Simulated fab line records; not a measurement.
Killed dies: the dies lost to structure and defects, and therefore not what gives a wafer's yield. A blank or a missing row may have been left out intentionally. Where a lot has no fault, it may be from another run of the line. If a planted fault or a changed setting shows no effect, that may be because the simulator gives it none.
Split-lot trial	flow n5 finfet	7 lots, 21 wafers read, on a route of 1938 steps

## ABOUT THE SPLIT
At N5_BEOL_M13_COAT_66 (time 60 s, resist thk 110 nm), the setting spin rpm was moved away from the recipe's 1500 rpm on 6 of the 21 wafers read, by -10.9% to -8.2%. All remaining wafers had this setting at the recipe value.

## FROM THE SPLIT TO THE READING: what the file shows between them, 4 steps
- N5_BEOL_M13_COAT_22: resist thk 300 nm
- N5_BEOL_M13_EBR_24
- N5_BEOL_M13_DESCUM_33: chemistry O2, time 7.9 s
- N5_BEOL_M13_ETCH_67: etches SiARC in CF4, target depth 143 nm, time 238.3 s

## THE READING
SiARC_of_BEOL_M13_COAT_66.thk nm (the simulator's own value, which no gauge read), in nm, at N5_BEOL_M13_ETCH_68 (etches SOC in N2/H2, time 355 s). The file gives no usual value for it. Average 76.7 nm, standard deviation 0.64 nm, over the 15 wafers here run with the recipe.

wafer	tool, chamber at the split	spin rpm as run, rpm	against the recipe	SiARC_of_BEOL_M13_COAT_66.thk nm, nm	against lot-mates on the recipe
L078.2	litho track-01, 0	1500	recipe	76.6	-
L078.4	litho track-01, 0	1500	recipe	78.4	-
L078.5	litho track-01, 0	1500	recipe	76.4	-
L082.3	litho track-01, 0	1500	recipe	76.6	-
L082.5	litho track-01, 0	1500	recipe	76.6	-
L082.4	litho track-01, 0	1500	recipe	76.4	-
L087.2	litho track-01, 0	1377	-8.2%	81.8	+4.6
L087.3	litho track-01, 0	1500	recipe	77.2	-
L087.6	litho track-01, 0	1377	-8.2%	82	+4.8
L089.2	litho track-05, 0	1500	recipe	76	-
L089.3	litho track-05, 0	1500	recipe	77.2	-
L089.5	litho track-05, 0	1500	recipe	77.2	-
L088.1	litho track-05, 0	1500	recipe	76.8	-
L088.2	litho track-05, 0	1336	-10.9%	82.8	+6.0
L088.3	litho track-05, 0	1336	-10.9%	83.8	+7.0
L092.1	litho track-05, 0	1500	recipe	75.6	-
L092.2	litho track-05, 0	1500	recipe	76	-
L092.5	litho track-05, 0	1500	recipe	76.6	-
L095.1	litho track-01, 0	1346	-10.3%	83.2	+6.8
L095.4	litho track-01, 0	1500	recipe	76.4	-
L095.6	litho track-01, 0	1346	-10.3%	83.4	+7.0

FIT RESULTS
A straight line over all 21 wafers: SiARC_of_BEOL_M13_COAT_66.thk nm changes by -0.628 nm for each +1% of spin rpm; r = -0.98; the points scatter about the line by 0.6 nm.
The same after taking each lot's own level away (the mean of its wafers on the recipe; 21 wafers): -0.618 nm for each +1%; r = -0.98; scatter 0.54 nm.
According to that fit, moving spin rpm by its largest amount changes the reading by 6.8 nm.
The lots' own levels span 76.07 to 77.20 nm, that is 1.8 times the standard deviation above.
Hence the lot-to-lot level has little effect on the slope; both slopes agree.
Check: with one of the wafers moved furthest among these (-10.9%) left out of the fit, the line predicts +6.95 nm for it against its lot-mates. Against them it came out at +6 nm.

## FURTHER SPLITS ON THESE WAFERS
Note: prior to the reading, these wafers also went through further splits. Each is held against what the fit with the lots' levels taken away leaves over:
other split on the same wafers	wafers away from the commonest value	r with SiARC_of_BEOL_M13_COAT_66.thk nm (lot level and that fit taken away)
N5_BEOL_M12_TRENCH_ETCH_34 time s	6	+0.01

## THE WHOLE CHAIN: every reading that the file lists as answering this split, in the file's order
step	what it does	reading	change (the file's fit)	r (the file's)
N5_BEOL_M13_COAT_66	time 60 s, resist thk 110 nm	SiARC_of_BEOL_M13_COAT_66.thk nm (the simulator's own value, which no gauge read)	-0.59 nm for each +1% of the setting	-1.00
N5_BEOL_M13_ETCH_67	etches SiARC in CF4, target depth 143 nm, time 238.3 s	etch.depth nm (the simulator's own value, which no gauge read)	-0.595 nm for each +1% of the setting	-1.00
N5_BEOL_M13_ETCH_67	etches SiARC in CF4, target depth 143 nm, time 238.3 s	coat_of_BEOL_M13_COAT_22.thk nm (the simulator's own value, which no gauge read)	+0.356 nm for each +1% of the setting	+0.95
N5_BEOL_M13_ETCH_68	etches SOC in N2/H2, time 355 s	SiARC_of_BEOL_M13_COAT_66.thk nm (the simulator's own value, which no gauge read)	-0.618 nm for each +1% of the setting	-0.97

## FILE'S OWN FIT
SiARC_of_BEOL_M13_COAT_66.thk nm changes by -0.618 nm for each +1% of spin rpm, r = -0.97.
